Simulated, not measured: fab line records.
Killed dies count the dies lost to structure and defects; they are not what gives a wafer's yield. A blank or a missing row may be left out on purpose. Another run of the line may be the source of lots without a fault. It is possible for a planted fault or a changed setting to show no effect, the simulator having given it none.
fab line records	flow nand-harc
record: lots: 7	wafers: 21	last-day: 24
route steps=1159 shown A_CONTACT@894 END@1159
lots with no fault: from the same line, run without faults
start-h: start of the lot's first displayed wafer, in hours after the record's first day	wait-h: hours since the lot's step before	" repeats the value in the row above	L1.1+2: one row covering several wafers at once	- value missing, or start not given	* or withheld: withheld	< > ~ a bound
route shown NAME@n: NAME is a module with steps in the file, n the number in the route of the first one	usual: mean and standard deviation over wafers with no fault	same: alike in all rows	chamber/n: place in a boat	sites: the reading at each site	_std_site: standard deviation of those values	_edge_site: outer sites' mean less inner sites'	radius-mm: how far each site lies from the wafer's centre	mask NAME#n: copy n	behind: the most recent tool/chamber to have shaped the wafer	hold: why the lot was held/for how many hours/how that ended	device: which transistor (n, p or np) failed to switch	end of line: tests run on the same wafers once the route is complete	a step without rows: its recipe alone	killed: not the wafer's yield, but the dies lost to structure and defects at the first sort	map: a wafer's dies, x killed, . not, _ none there
set.NAME: the setting that was run; set.NAME@STEP: the one run at that earlier step	model.NAME: the simulator's own value behind a step, which no gauge read
a table for each step, a row for each wafer; lots at some steps of the route
services: the hour from which a tool's chamber was out of use, counted from the record's first day as start-h (under 0 if before that day), plus the number of hours and why
== steps ==
step: NHARC_A_CONTACT_PEB_67
recipe: peb-temp-c: 100	peb-time-s: 65
step: NHARC_A_CONTACT_DEVELOP_68
recipe: develop-time-s: 35	dev-temp-c: 23
step: NHARC_A_CONTACT_CD_MEAS_69
recipe: target-cd-nm: 200	landing-energy-ev: 500
usual: cd-nm: 200.0/0.64
lot.wafer	tool	chamber	start-h	wait-h	cd-nm
L576.2	cd-sem-01	0	415.37	-	200.2
L576.3	"	0	"	"	199.5
L576.4	"	0	"	"	199.4
L582.1	cd-sem-03	0	456.61	-	200.7
L582.4	"	0	"	"	200.9
L582.6	"	0	"	"	200.4
L587.2	cd-sem-01	0	477.55	-	198.8
L587.4	"	0	"	"	199.2
L587.6	"	0	"	"	198.8
L589.2	cd-sem-01	0	490.69	-	200.6
L589.5	"	0	"	"	200.6
L589.6	"	0	"	"	201.2
L592.1	cd-sem-01	0	506.62	-	199.5
L592.2	"	0	"	"	200.1
L592.4	"	0	"	"	200.8
L590.2	cd-sem-01	0	508.51	-	200.8
L590.3	"	0	"	"	200.1
L590.5	"	0	"	"	200.5
L594.1	cd-sem-02	0	521.95	-	200.1
L594.2	"	0	"	"	200.3
L594.6	"	0	"	"	200.7
step: NHARC_A_CONTACT_OVL_MEAS_70
usual: overlay-x-nm: 0.1/0.75	overlay-y-nm: 0.1/0.72
lot.wafer	tool	chamber	start-h	wait-h	overlay-x-nm	overlay-y-nm
L576.2	overlay-01	-	415.46	-	0.4	-0.4
L576.3	"	-	"	"	0.3	-0.2
L576.4	"	-	"	"	0.6	-0.2
L582.1	overlay-02	-	456.70	-	0.3	1.4
L582.4	"	-	"	"	0.1	2.0
L582.6	"	-	"	"	0.1	1.3
L587.2	overlay-02	-	477.64	-	0.7	0.3
L587.4	"	-	"	"	0.6	0.3
L587.6	"	-	"	"	0.7	-0.1
L589.2	overlay-02	-	490.78	-	-1.0	0.3
L589.5	"	-	"	"	-0.4	-0.3
L589.6	"	-	"	"	-0.5	0.0
L592.1	overlay-02	-	506.71	-	0.7	0.6
L592.2	"	-	"	"	0.2	0.2
L592.4	"	-	"	"	-0.3	0.8
L590.2	overlay-01	-	508.60	-	-0.7	0.0
L590.3	"	-	"	"	-1.2	0.1
L590.5	"	-	"	"	-0.3	-0.3
L594.1	overlay-02	-	522.03	-	-0.9	0.0
L594.2	"	-	"	"	-0.8	0.1
L594.6	"	-	"	"	-0.4	0.4
step: NHARC_A_CONTACT_INSPECT_71
usual: raw-defect-count: 29/16
lot.wafer	tool	chamber	start-h	wait-h	raw-defect-count
L576.2	defect-inspect-01	-	415.49	0.0	9
L576.3	"	-	"	"	3
L576.4	"	-	"	"	10
L582.1	defect-inspect-01	-	456.74	0.0	44
L582.4	"	-	"	"	56
L582.6	"	-	"	"	46
L587.2	defect-inspect-02	-	477.67	0.0	23
L587.4	"	-	"	"	29
L587.6	"	-	"	"	31
L589.2	defect-inspect-02	-	490.81	0.0	34
L589.5	"	-	"	"	38
L589.6	"	-	"	"	32
L592.1	defect-inspect-02	-	506.74	0.0	23
L592.2	"	-	"	"	10
L592.4	"	-	"	"	17
L590.2	defect-inspect-02	-	508.64	0.0	57
L590.3	"	-	"	"	70
L590.5	"	-	"	"	55
L594.1	defect-inspect-02	-	522.07	0.0	40
L594.2	"	-	"	"	32
L594.6	"	-	"	"	49
step: NHARC_A_CONTACT_DESCUM_74
recipe: time-s: 3	o2-flow-sccm: 200	ar-flow-sccm: 0	bias-power-w: 0	chemistry: O2
step: NHARC_A_CONTACT_ETCH_75
recipe: target-depth-a: 390	over-etch-frac: 0.3	time-s: 65	ion-energy-ev: 80	cf4-flow-sccm: 150	ar-flow-sccm: 0	rf-w: 300	bias-w: 100	chemistry: CF4
usual: bias-w: 99.94/0.29	cf4-flow-sccm: 150.0/0.45	drypump-motor-current-A: 5.5/0.31	mfc-ar-sccm: 0.007/0.0078	oes-product-au: 1.004/0.0093	rf-vpp-V: 151.4/1.2	showerhead-plenum-p-Torr: 1.78/0.067	throttle-valve-pct: 13.285/0.0091
same: over-etch-frac: 0.3
lot.wafer	tool	chamber	start-h	wait-h	bias-w	cf4-flow-sccm	drypump-motor-current-A	mfc-ar-sccm	oes-product-au	rf-hours-counter-h	rf-vpp-V	showerhead-plenum-p-Torr	throttle-valve-pct
L576.3	rie-diel-11	1	415.64	0.1	100.26	149.9	5.0	0	1.013	6	150.6	1.82	13.285
L576.2	"	2	"	"	100.24	150.4	5.9	0.004	1.014	5	152.2	1.85	13.291
L576.4	"	3	"	"	99.69	150.1	5.7	0.013	0.995	6	150.4	1.73	13.279
L582.1	rie-diel-11	2	456.89	0.1	99.91	150.5	5.8	0.004	1.024	13	152.5	1.85	13.285
L582.4	"	0	"	"	100.08	151.1	5.6	0.026	1.012	17	149.2	1.64	13.284
L582.6	"	2	"	"	100.07	149.9	5.8	0.004	1.012	-	153.2	1.85	13.289
L587.4	rie-diel-01	0	477.87	0.1	99.68	150.2	5.5	0	1.010	55	151.2	1.75	13.306
L587.2	"	1	"	"	99.91	149.3	5.6	0	1.003	60	154.3	1.87	13.289
L587.6	"	0	"	"	99.70	150.1	5.5	0	1.003	-	150.5	1.75	13.285
L589.2	rie-diel-01	1	490.97	0.1	100.29	149.9	5.6	0	1.005	65	152.2	1.87	13.282
L589.5	"	3	"	"	100.01	150.0	5.0	0.005	1.001	-	153.3	1.81	13.274
L589.6	"	0	"	"	99.93	150.4	5.4	0	0.990	-	150.9	1.75	13.278
L592.2	rie-diel-11	1	506.89	0.1	100.05	149.5	5.1	0	1.018	25	151.4	1.82	13.266
L592.4	"	3	"	"	99.23	150.0	5.7	0.013	0.999	24	150.7	1.72	13.287
L592.1	"	0	"	"	99.42	150.2	5.6	0.026	1.016	25	149.4	1.64	13.273
L590.3	rie-diel-01	2	508.78	0.1	100.28	150.7	5.7	0.011	0.984	3	150.1	1.79	13.281
L590.2	"	0	"	"	99.29	150.2	5.5	0	0.999	3	152.0	1.75	13.286
L590.5	"	3	"	"	99.85	150.8	5.0	0.005	1.006	-	152.7	1.81	13.285
L594.1	rie-diel-11	0	522.23	0.1	100.04	150.9	5.6	0.026	1.013	28	149.7	1.64	13.291
L594.2	"	1	"	"	99.50	149.9	5.0	0	1.014	28	152.3	1.81	13.283
L594.6	"	2	"	"	99.85	150.3	5.8	0.004	1.016	-	151.2	1.85	13.283
step: NHARC_A_CONTACT_ETCH_76
recipe: target-depth-a: 2600	over-etch-frac: 0.3	time-s: 475.3	ion-energy-ev: 200	n2-flow-sccm: 150	h2-flow-sccm: 150	ar-flow-sccm: 0	rf-w: 400	bias-w: 150	chemistry: N2/H2
usual: bias-w: 150.0/0.46	chamber-pressure-mTorr: 30.004/0.026	drypump-motor-current-A: 5.50/0.29	mfc-ar-sccm: 0.007/0.0085	oes-product-au: 1.003/0.0099	rf-vpp-V: 430.9/2.6	showerhead-plenum-p-Torr: 2.05/0.092	throttle-valve-pct: 14.171/0.0078
same: over-etch-frac: 0.3
lot.wafer	tool	chamber	start-h	wait-h	bias-w	chamber-pressure-mTorr	drypump-motor-current-A	mfc-ar-sccm	oes-product-au	rf-hours-counter-h	rf-vpp-V	showerhead-plenum-p-Torr	throttle-valve-pct
L576.2	rie-diel-11	1	-	-	150.0	30.019	5.03	0	1.024	6	432.6	2.11	14.171
L576.3	"	2	"	"	150.8	30.046	5.86	0.004	1.025	6	434.3	2.14	14.175
L576.4	"	0	"	"	149.6	30.019	5.62	0.026	1.020	7	426.0	1.88	14.181
L582.1	rie-diel-11	3	-	-	150.7	29.955	5.68	0.013	0.995	16	429.1	1.98	14.169
L582.4	"	0	"	"	150.7	30.018	5.62	0.026	1.009	17	426.3	1.87	14.167
L582.6	"	3	"	"	150.4	29.986	5.67	0.013	1.012	-	429.4	1.98	14.169
L587.2	rie-diel-01	1	-	-	149.7	29.991	5.66	0	1.005	60	433.6	2.17	14.179
L587.4	"	3	"	"	149.8	30.029	5.01	0.005	0.994	49	434.2	2.09	14.165
L587.6	"	1	"	"	149.9	30.038	5.62	0	0.991	-	433.7	2.17	14.163
L589.2	rie-diel-01	0	-	-	150.7	30.004	5.49	0	0.999	61	431.1	2.01	14.172
L589.5	"	1	"	"	150.8	29.998	5.65	0	1.002	-	435.9	2.17	14.171
L589.6	"	2	"	"	148.8	29.964	5.69	0.011	0.995	-	430.0	2.07	14.169
L592.2	rie-diel-11	0	-	-	149.6	30.037	5.63	0.026	1.002	25	426.1	1.87	14.161
L592.4	"	2	"	"	150.7	30.013	5.85	0.004	1.010	22	432.7	2.14	14.155
L592.1	"	3	"	"	149.8	30.006	5.67	0.013	1.012	24	430.1	1.98	14.160
L590.2	rie-diel-01	0	-	-	149.7	30.034	5.51	0	1.015	3	430.3	2.01	14.169
L590.3	"	1	"	"	150.1	30.002	5.63	0	1.004	3	434.3	2.17	14.170
L590.5	"	0	"	"	149.1	29.990	5.48	0	1.007	-	431.1	2.01	14.183
L594.1	rie-diel-11	1	-	-	150.8	29.995	5.06	0	1.014	28	431.7	2.10	14.183
L594.2	"	2	"	"	150.7	29.987	5.85	0.004	1.018	25	434.0	2.14	14.166
L594.6	"	0	"	"	149.9	30.000	5.63	0.026	1.014	-	426.5	1.87	14.167
step: NHARC_A_CONTACT_ETCH_77
recipe: target-depth-a: 726	time-s: 36.3	cf4-flow-sccm: 100	chf3-flow-sccm: 30	ar-flow-sccm: 0	rf-w: 500	bias-w: 200	chemistry: CF4/CHF3
usual: bias-w: 200.0/0.68	cf4-flow-sccm: 100.0/0.31	drypump-motor-current-A: 5.5/0.3	mfc-ar-sccm: 0.008/0.0084	oes-product-au: 0.941/0.02	rf-vpp-V: 371.0/2.2	showerhead-plenum-p-Torr: 1.58/0.064	throttle-valve-pct: 16.804/0.009
lot.wafer	tool	chamber	start-h	wait-h	bias-w	cf4-flow-sccm	drypump-motor-current-A	mfc-ar-sccm	oes-product-au	rf-hours-counter-h	rf-vpp-V	showerhead-plenum-p-Torr	throttle-valve-pct
L576.2	rie-diel-11	0	-	-	199.5	100.2	5.6	0.026	0.937	7	367.9	1.46	16.823
L576.4	"	2	"	"	199.6	100.7	5.8	0.004	0.934	6	374.2	1.65	16.788
L576.3	"	3	"	"	201.3	99.9	5.7	0.013	0.917	6	369.7	1.53	16.805
L582.1	rie-diel-11	2	-	-	200.9	100.4	5.8	0.004	0.992	13	373.8	1.65	16.805
L582.4	"	3	"	"	199.9	100.3	5.6	0.013	0.963	16	368.3	1.53	16.789
L582.6	"	2	"	"	200.6	100.0	5.8	0.004	0.994	-	373.4	1.65	16.811
L587.4	rie-diel-01	2	-	-	199.2	99.8	5.7	0.011	0.918	55	372.3	1.59	16.804
L587.2	"	0	"	"	199.4	100.2	5.5	0	0.928	55	369.9	1.56	16.796
L587.6	"	3	"	"	199.4	99.8	5.0	0.005	0.925	-	371.2	1.61	16.815
L589.2	rie-diel-01	3	-	-	201.3	100.3	5.0	0.005	0.925	55	371.9	1.61	16.799
L589.6	"	1	"	"	200.6	100.2	5.6	0	0.923	-	372.1	1.67	16.815
L589.5	"	2	"	"	200.2	100.6	5.7	0.011	0.914	-	371.6	1.59	16.796
L592.2	rie-diel-11	2	-	-	200.0	99.7	5.8	0.004	0.948	22	373.0	1.64	16.799
L592.4	"	3	"	"	200.4	100.4	5.6	0.013	0.936	25	368.7	1.53	16.805
L592.1	"	0	"	"	199.6	100.0	5.6	0.026	0.937	25	365.9	1.45	16.787
L590.3	rie-diel-01	2	-	-	200.2	100.3	5.7	0.011	0.919	3	371.7	1.59	16.803
L590.2	"	3	"	"	200.1	100.2	5.0	0.005	0.930	4	372.7	1.61	16.812
L590.5	"	3	"	"	199.7	100.2	5.0	0.005	0.924	-	372.0	1.61	16.805
L594.2	rie-diel-11	3	-	-	200.6	100.9	5.7	0.013	0.965	27	369.8	1.53	16.814
L594.1	"	0	"	"	200.2	100.2	5.6	0.026	0.980	28	366.6	1.45	16.786
L594.6	"	0	"	"	199.5	99.9	5.6	0.026	0.983	-	368.5	1.45	16.788
step: NHARC_A_CONTACT_ETCH_78
recipe: target-depth-a: 28000	over-etch-frac: 0.3	time-s: 728	ion-energy-ev: 150	o2-flow-sccm: 400	cos-flow-sccm: 20	ar-flow-sccm: 0	rf-w: 500	bias-w: 300	chemistry: O2/COS
usual: bias-w: 300.1/0.87	chamber-pressure-mTorr: 19.998/0.018	drypump-motor-current-A: 5.49/0.3	mfc-ar-sccm: 0.008/0.0084	oes-product-au: 1.003/0.0099	rf-vpp-V: 314.4/2	showerhead-plenum-p-Torr: 3.13/0.13	throttle-valve-pct: 28.330/0.0093
same: over-etch-frac: 0.3
lot.wafer	tool	chamber	start-h	wait-h	bias-w	chamber-pressure-mTorr	drypump-motor-current-A	mfc-ar-sccm	oes-product-au	rf-hours-counter-h	rf-vpp-V	showerhead-plenum-p-Torr	throttle-valve-pct
L576.4	rie-diel-11	3	-	-	299.4	20.010	5.64	0.013	1.001	7	314.7	3.04	28.329
L576.2	"	0	"	"	300.3	19.990	5.60	0.026	1.011	7	311.5	2.89	28.328
L576.3	"	2	"	"	299.0	20.013	5.84	0.004	1.014	6	316.5	3.27	28.340
L582.4	rie-diel-11	2	-	-	299.3	20.036	5.84	0.004	1.020	13	319.2	3.27	28.336
L582.1	"	3	"	"	300.7	19.969	5.66	0.013	0.993	16	313.2	3.04	28.332
L582.6	"	2	"	"	299.0	20.000	5.84	0.004	1.013	-	316.3	3.27	28.323
L587.2	rie-diel-01	2	-	-	298.6	19.974	5.70	0.011	1.000	55	313.2	3.16	28.333
L587.4	"	3	"	"	298.2	20.001	5.03	0.005	1.002	49	315.4	3.20	28.325
L587.6	"	3	"	"	299.5	20.013	5.02	0.005	0.999	-	316.3	3.20	28.323
L589.2	rie-diel-01	1	-	-	299.9	20.008	5.59	0	1.001	65	315.4	3.30	28.323
L589.5	"	1	"	"	299.3	19.975	5.61	0	0.995	-	317.1	3.30	28.332
L589.6	"	2	"	"	298.7	19.991	5.71	0.011	0.989	-	314.1	3.16	28.325
L592.4	rie-diel-11	1	-	-	301.8	20.003	5.03	0	1.016	25	315.8	3.21	28.320
L592.2	"	2	"	"	300.5	19.966	5.87	0.004	1.014	22	315.9	3.26	28.341
L592.1	"	0	"	"	301.5	19.983	5.62	0.026	1.003	25	312.7	2.88	28.332
L590.2	rie-diel-01	2	-	-	299.4	20.003	5.70	0.011	1.009	4	315.0	3.16	28.328
L590.3	"	1	"	"	301.1	19.971	5.61	0	1.011	3	316.8	3.30	28.332
L590.5	"	3	"	"	299.8	19.952	5.00	0.005	0.999	-	314.1	3.19	28.324
L594.1	rie-diel-11	0	-	-	300.4	19.985	5.58	0.026	1.002	28	310.4	2.88	28.338
L594.2	"	1	"	"	301.4	19.986	5.02	0	1.001	28	315.4	3.21	28.338
L594.6	"	0	"	"	300.2	20.016	5.62	0.026	1.004	-	311.1	2.88	28.335
step: NHARC_A_CONTACT_ETCH_124
recipe: source-w: withheld	pressure-mtorr: 20	bias-v: withheld	time-s: 140	target-depth-a: 7000	ar-flow-sccm: withheld	c4f8-flow-sccm: withheld	o2-flow-sccm: withheld	chemistry: C4F8/O2/Ar
usual: chamber-pressure-mTorr: 19.999/0.018	oes-air-line-au: 1.002/0.021
lot.wafer	tool	chamber	start-h	wait-h	chamber-pressure-mTorr	oes-air-line-au	rf-hours-counter-h
L576.2	har-cap-etch-02	1	416.69	-	19.973	0.984	15
L576.3	"	1	"	"	19.994	1.004	-
L576.4	"	0	"	"	19.991	1.006	-
L582.1	har-cap-etch-01	0	457.96	-	20.003	1.029	71
L582.4	"	1	"	"	19.993	1.008	-
L582.6	"	0	"	"	20.017	0.998	-
L587.2	har-cap-etch-02	1	478.94	-	20.027	0.983	28
L587.4	"	0	"	"	19.974	0.981	-
L587.6	"	0	"	"	19.999	1.009	-
L589.2	har-cap-etch-03	0	491.99	-	20.004	0.975	102
L589.5	"	0	"	"	19.995	0.994	-
L589.6	"	1	"	"	19.971	0.985	-
L592.2	har-cap-etch-02	0	508.19	-	20.013	1.005	33
L592.1	"	1	"	"	20.004	1.023	33
L592.4	"	1	"	"	19.973	1.024	-
L590.2	har-cap-etch-03	0	509.85	-	19.985	0.995	106
L590.3	"	1	"	"	20.008	1.004	-
L590.5	"	0	"	"	20.002	1.016	-
L594.1	har-cap-etch-02	0	523.72	-	19.979	1.028	36
L594.2	"	1	"	"	19.990	0.956	36
L594.6	"	1	"	"	20.021	0.977	-
step: NHARC_A_CONTACT_ETCH_125
recipe: source-w: withheld	pressure-mtorr: 20	bias-v: 1200	time-s: 155	target-depth-a: 9560	ar-flow-sccm: withheld	c4f8-flow-sccm: withheld	o2-flow-sccm: withheld	chemistry: C4F8/O2/Ar
step: NHARC_A_CONTACT_ETCH_126
recipe: source-w: withheld	pressure-mtorr: 20	bias-v: 1200	time-s: 155	target-depth-a: 9560	ar-flow-sccm: withheld	c4f8-flow-sccm: withheld	o2-flow-sccm: withheld	chemistry: C4F8/O2/Ar
usual: chamber-pressure-mTorr: 19.999/0.018	oes-air-line-au: 0.999/0.019
lot.wafer	tool	chamber	start-h	wait-h	chamber-pressure-mTorr	oes-air-line-au	rf-hours-counter-h
L576.2	har-cap-etch-02	1	417.04	0.1	20.021	0.996	15
L576.3	"	1	"	"	20.014	1.005	-
L576.4	"	0	"	"	19.995	1.003	-
L582.1	har-cap-etch-01	0	458.29	0.1	19.995	1.009	71
L582.4	"	1	"	"	20.016	0.995	-
L582.6	"	0	"	"	19.985	0.986	-
L587.2	har-cap-etch-02	1	479.28	0.1	-	-	-
L587.4	"	0	"	"	-	-	-
L587.6	"	0	"	"	-	-	-
L589.2	har-cap-etch-03	0	492.34	0.1	-	-	-
L589.5	"	0	"	"	-	-	-
L589.6	"	1	"	"	-	-	-
L592.2	har-cap-etch-02	0	508.53	0.1	19.983	0.992	33
L592.1	"	1	"	"	19.967	0.943	33
L592.4	"	1	"	"	19.999	0.984	-
L590.2	har-cap-etch-03	0	510.19	0.1	-	-	-
L590.3	"	1	"	"	-	-	-
L590.5	"	0	"	"	-	-	-
L594.1	har-cap-etch-02	0	524.06	0.1	19.999	1.006	36
L594.2	"	1	"	"	19.983	0.987	36
L594.6	"	1	"	"	19.994	0.999	-
step: NHARC_A_CONTACT_ETCH_127
recipe: source-w: withheld	pressure-mtorr: 20	bias-v: 1200	time-s: 155	target-depth-a: 9560	ar-flow-sccm: withheld	c4f8-flow-sccm: withheld	o2-flow-sccm: withheld	chemistry: C4F8/O2/Ar
step: NHARC_END_SORT_01
recipe: temp-c: 25
usual: killed-at-array: 29/13	killed-at-other: 0.7/1	killed-at-periphery: 3.2/2.3	killed-dies: 33/13	killed-open: 3.3/1.7	killed-short: 2.0/1.5
same: gross-dies: 677
lot.wafer	tool	chamber	start-h	wait-h	killed-at-array	killed-at-other	killed-at-periphery	killed-dies	killed-open	killed-short
L587.2	prober-01	0	549.04	2.8	675	1	1	677	2	3
L587.4	prober-01	0	550.65	3.4	676	0	1	677	4	1
L587.6	prober-01	0	552.25	4.0	675	0	2	677	3	3
L589.2	prober-02	0	555.42	2.8	672	0	5	677	5	3
L589.5	prober-02	0	557.85	3.7	675	0	2	677	2	1
L589.6	prober-02	0	558.66	4.0	675	0	2	677	2	1
L590.2	prober-01	0	573.07	2.8	676	0	1	677	5	2
L590.3	prober-01	0	573.88	3.1	672	0	5	677	3	2
L590.5	prober-01	0	575.48	3.7	676	0	1	677	4	0
killed by level:class
L587.2 A_CONTACT:area-etch=656 A_CHANNEL_HOLE_D1:chamber-film-flake=14 A_ONON_D1:geometric-particle:open=1 A_ONON_D1:geometric-particle:short=1 A_BLC:geometric-particle:open=1 A_M1:geometric-particle:short=1 P_STI:chamber-film-flake=1 STARTING-WAFER:geometric-particle:short=1
L587.4 A_CONTACT:area-etch=648 A_CHANNEL_HOLE_D1:chamber-film-flake=23 P_M0:geometric-particle:open=1 A_ONON_D1:geometric-particle:open=1 A_CONTACT:geometric-particle:short=1 A_BLC:geometric-particle:open=1 A_M1:geometric-particle:open=1 A_CONTACT:chamber-film-flake=1
L587.6 A_CONTACT:area-etch=646 A_CHANNEL_HOLE_D1:chamber-film-flake=22 A_WL_FILL:geometric-particle:short=2 P_M0:geometric-particle:open=1 A_ONON_D1:geometric-particle:short=1 A_SGD_CUT:geometric-particle:open=1 A_WL_FILL:geometric-particle:open=1 P_STI:chamber-film-flake=1
L589.2 A_CONTACT:area-etch=638 A_SLIT:chamber-film-flake=18 A_CHANNEL_HOLE_D1:chamber-film-flake=5 A_CONTACT:chamber-film-flake=4 A_ONON_D1:geometric-particle:open=2 A_CONTACT:geometric-particle:open=2 P_GATE:chamber-film-flake=2 P_M1:geometric-particle:short=1
L589.5 A_CONTACT:area-etch=637 A_SLIT:chamber-film-flake=18 A_CHANNEL_HOLE_D1:chamber-film-flake=7 A_CONTACT:chamber-film-flake=6 P_GATE:chamber-film-flake=2 A_CHANNEL_FILL_D1:chamber-film-flake=2 A_WL_FILL:geometric-particle:open=1 A_CONTACT:geometric-particle:open=1
L589.6 A_CONTACT:area-etch=648 A_CHANNEL_HOLE_D1:chamber-film-flake=8 A_CONTACT:chamber-film-flake=8 A_SLIT:chamber-film-flake=7 P_GATE:chamber-film-flake=2 A_CHANNEL_FILL_D1:geometric-particle:open=1 A_WL_FILL:geometric-particle:short=1 A_WL_FILL:geometric-particle:open=1
L590.2 A_CONTACT:area-etch=616 A_CHANNEL_HOLE_D1:chamber-film-flake=22 A_CONTACT:chamber-film-flake=14 A_SLIT:chamber-film-flake=13 A_WL_FILL:geometric-particle:short=2 A_CONTACT:geometric-particle:open=2 A_STAIRCASE:chamber-film-flake=2 A_CHANNEL_HOLE_D1:geometric-particle:open=1
L590.3 A_CONTACT:area-etch=617 A_SLIT:chamber-film-flake=23 A_CHANNEL_HOLE_D1:chamber-film-flake=13 A_CONTACT:chamber-film-flake=11 P_CONTACT:geometric-particle:short=2 P_GATE:chamber-film-flake=2 A_STAIRCASE:chamber-film-flake=2 A_ONON_D1:geometric-particle:open=1
L590.5 A_CONTACT:area-etch=621 A_CHANNEL_HOLE_D1:chamber-film-flake=23 A_CONTACT:chamber-film-flake=13 A_SLIT:chamber-film-flake=11 A_M0:geometric-particle:open=2 A_CHANNEL_FILL_D1:geometric-particle:open=1 A_WL_FILL:geometric-particle:open=1 P_GATE:chamber-film-flake=1
map L587.2 (x killed, . not)
____________x____________
_________xxxxxxx_________
_______xxxxxxxxxxx_______
______xxxxxxxxxxxxx______
_____xxxxxxxxxxxxxxx_____
____xxxxxxxxxxxxxxxxx____
____xxxxxxxxxxxxxxxxx____
___xxxxxxxxxxxxxxxxxxx___
___xxxxxxxxxxxxxxxxxxx___
__xxxxxxxxxxxxxxxxxxxxx__
__xxxxxxxxxxxxxxxxxxxxx__
_xxxxxxxxxxxxxxxxxxxxxxx_
_xxxxxxxxxxxxxxxxxxxxxxx_
_xxxxxxxxxxxxxxxxxxxxxxx_
_xxxxxxxxxxxxxxxxxxxxxxx_
_xxxxxxxxxxxxxxxxxxxxxxx_
xxxxxxxxxxxxxxxxxxxxxxxxx
xxxxxxxxxxxxxxxxxxxxxxxxx
xxxxxxxxxxxxxxxxxxxxxxxxx
xxxxxxxxxxxxxxxxxxxxxxxxx
xxxxxxxxxxxxxxxxxxxxxxxxx
_xxxxxxxxxxxxxxxxxxxxxxx_
_xxxxxxxxxxxxxxxxxxxxxxx_
_xxxxxxxxxxxxxxxxxxxxxxx_
_xxxxxxxxxxxxxxxxxxxxxxx_
_xxxxxxxxxxxxxxxxxxxxxxx_
__xxxxxxxxxxxxxxxxxxxxx__
__xxxxxxxxxxxxxxxxxxxxx__
___xxxxxxxxxxxxxxxxxxx___
___xxxxxxxxxxxxxxxxxxx___
____xxxxxxxxxxxxxxxxx____
____xxxxxxxxxxxxxxxxx____
_____xxxxxxxxxxxxxxx_____
______xxxxxxxxxxxxx______
_______xxxxxxxxxxx_______
_________xxxxxxx_________
____________x____________
map L589.2 (x killed, . not)
____________x____________
_________xxxxxxx_________
_______xxxxxxxxxxx_______
______xxxxxxxxxxxxx______
_____xxxxxxxxxxxxxxx_____
____xxxxxxxxxxxxxxxxx____
____xxxxxxxxxxxxxxxxx____
___xxxxxxxxxxxxxxxxxxx___
___xxxxxxxxxxxxxxxxxxx___
__xxxxxxxxxxxxxxxxxxxxx__
__xxxxxxxxxxxxxxxxxxxxx__
_xxxxxxxxxxxxxxxxxxxxxxx_
_xxxxxxxxxxxxxxxxxxxxxxx_
_xxxxxxxxxxxxxxxxxxxxxxx_
_xxxxxxxxxxxxxxxxxxxxxxx_
_xxxxxxxxxxxxxxxxxxxxxxx_
xxxxxxxxxxxxxxxxxxxxxxxxx
xxxxxxxxxxxxxxxxxxxxxxxxx
xxxxxxxxxxxxxxxxxxxxxxxxx
xxxxxxxxxxxxxxxxxxxxxxxxx
xxxxxxxxxxxxxxxxxxxxxxxxx
_xxxxxxxxxxxxxxxxxxxxxxx_
_xxxxxxxxxxxxxxxxxxxxxxx_
_xxxxxxxxxxxxxxxxxxxxxxx_
_xxxxxxxxxxxxxxxxxxxxxxx_
_xxxxxxxxxxxxxxxxxxxxxxx_
__xxxxxxxxxxxxxxxxxxxxx__
__xxxxxxxxxxxxxxxxxxxxx__
___xxxxxxxxxxxxxxxxxxx___
___xxxxxxxxxxxxxxxxxxx___
____xxxxxxxxxxxxxxxxx____
____xxxxxxxxxxxxxxxxx____
_____xxxxxxxxxxxxxxx_____
______xxxxxxxxxxxxx______
_______xxxxxxxxxxx_______
_________xxxxxxx_________
____________x____________
== services ==
tool	chamber	start-h	hours	kind
rie-diel-11	0	400.69	-	clean
rie-diel-11	1	400.69	-	clean
rie-diel-11	2	400.69	-	clean
rie-diel-11	3	400.69	-	clean
rie-diel-01	1	402.50	4.2	repair
rie-diel-11	0	425.19	-	clean
rie-diel-11	1	425.19	-	clean
rie-diel-11	2	425.19	-	clean
rie-diel-11	3	425.19	-	clean
rie-diel-01	0	427.90	15.1	repair
rie-diel-01	3	436.30	5.6	repair
rie-diel-11	0	449.69	-	clean
rie-diel-11	1	449.69	-	clean
rie-diel-11	2	449.69	-	clean
rie-diel-11	3	449.69	-	clean
rie-diel-01	2	468.70	7.5	repair
rie-diel-11	0	474.19	-	clean
rie-diel-11	1	474.19	-	clean
rie-diel-11	2	474.19	-	clean
rie-diel-11	3	474.19	-	clean
rie-diel-01	-	491.80	9.0	pm
rie-diel-11	0	495.03	1.5	repair
rie-diel-11	0	498.69	-	clean
rie-diel-11	1	498.69	-	clean
== key ==
first-sign: step: NHARC_A_CONTACT_ETCH_126	reading: tool-record	direction: missing
effect: step: NHARC_END_SORT_01	reading: killed-at-array	direction: up	sigmas: 50	usual: 29	struck: 675
more-kills-born-at: NHARC_A_CONTACT_ETCH_126@har-cap-etch-03: 3777	NHARC_A_CONTACT_ETCH_126@har-cap-etch-02: 1950
met-at NHARC_A_CONTACT_ETCH_126
struck-wafers L587.2,L587.4,L587.6,L589.2,L589.5,L589.6,L590.2,L590.3,L590.5
later-rows-left-out L587.2,L587.4,L587.6,L589.2,L589.5,L589.6,L590.2,L590.3,L590.5
tester-left-out L587,L589,L590
onset-between 417.04 479.28
fault: kind: skipped-step-whole	tool: har-cap-etch-02,har-cap-etch-03	chamber: -	onset-h: 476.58	steps: NHARC_A_CONTACT_ETCH_126	scope: struck-lots-only
tester-left-out: of these lots the tester's yield and bins aren't shown, on N5 and GAA mostly nor the transistor test; their killed dies are dies lost to structure and defects alone, not to doping, threshold or leakage, so they don't give the yield
later-rows-left-out: the simulator's readings of these wafers behind a module that went badly wrong aren't trusted and aren't shown, but for the sort
